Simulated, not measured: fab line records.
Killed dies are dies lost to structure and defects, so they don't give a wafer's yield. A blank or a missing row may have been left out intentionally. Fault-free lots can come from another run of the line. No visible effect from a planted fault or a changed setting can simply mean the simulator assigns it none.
A struck lot beside a sound one :: flow nandHarc :: 14 out of 1302 route steps
Sound: these wafers, L847.1, L847.2, L847.5. Struck: wafers L864.1, L864.3, L864.6. The cause is named last.
At each step with rows: each side's tool, then ch and its chambers, then its first start. Under that, the readings that differ: sound wafers :: struck wafers :: difference of the means :: sigmas: that difference in standard deviations of wafers without a fault.
alike: words and numbers the same on both sides, and readings whose means are apart by under 2 such deviations; not compared: readings that were withheld, readings missing a value for some wafer, numbers with overlapping values and no deviation given by the record, and bounds like >300 which may hide the same value.
The two part at a step that has a row with sigmas, a row that says differs or no value, or rows on one side only. Numbers that don't overlap but have no deviation are shown without sigmas and don't part them. A reading missing from all wafers of one side parts the sides only when that side holds two or more wafers.

first, 1 step without rows for these wafers: NHARC_A_CONTACT_STRIP_27 (strips in post etch residue remover, time 600 s).
NHARC_A_CONTACT_ALD_18: deposits TiN, target thk 3 nm, pulse time 1 s, ald cycles 150.
  sound on aldMetal-02 ch 0,2,3, day 23 18:11; struck on aldMetal-02 ch 0,2,3, day 31 08:44
  alike: heaterPowerOuterW, heaterPowerW, precursorPulseHeightRel
  not compared: sinceWetCleanH
NHARC_A_CONTACT_CVD_19: deposits W, target thk 300 nm, time 802 s.
  sound on cvdW-01 ch 0,1; struck on cvdW-02 ch 0
  alike: heaterPowerOuterW, heaterPowerW, mfcH2Sccm, throttleValvePct
  not compared: sinceWetCleanH
NHARC_A_CONTACT_CMP_20: polishes, t overpolish 30 s, target thk 300 nm.
  sound on cmp-02 ch 0,1, day 23 19:14; struck on cmp-01 ch 0,2,3, day 31 09:49
  alike: edgeZonePressureFrac, motorCurrentA, overpolishRunS, timeToEndpointS
next, for these wafers, 1 step has no rows: NHARC_A_CONTACT_SRD_22.
NHARC_A_CONTACT_INSPECT_23:
  sound: defectInspect-02 at day 23 19:38; struck: defectInspect-01 at day 31 10:13
  alike: rawDefectCount
then, 5 steps without rows for these wafers: NHARC_A_BLC_DEHYDRATE_00 (time 120 s); NHARC_A_BLC_HMDS_01 (time 30 s); NHARC_A_BLC_COAT_02 (time 75 s); NHARC_A_BLC_COAT_03 (time 65 s); NHARC_A_BLC_COAT_04 (resist thk 90 nm).
NHARC_A_BLC_SOFTBAKE_05: time 55 s.
  sound on lithoTrack-04 ch 0, day 23 19:00; struck on lithoTrack-01 ch 0, day 31 10:00
reading: heaterPowerTotalW (W)
sound: 188.30 188.35 188.30
struck: 165.59 165.90 165.50
difference: -22.65
sigmas: -99 or more
  alike: chillPlateTempC
then, 2 steps without rows for these wafers: NHARC_A_BLC_EBR_06; NHARC_END_SORT_01.

## WHERE THEY PART
NHARC_A_BLC_SOFTBAKE_05 only, going by this record.

WHY: what had been put in by the simulator
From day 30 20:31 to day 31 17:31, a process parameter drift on lithoTrack-01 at NHARC_A_BLC_SOFTBAKE_05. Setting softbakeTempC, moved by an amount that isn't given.
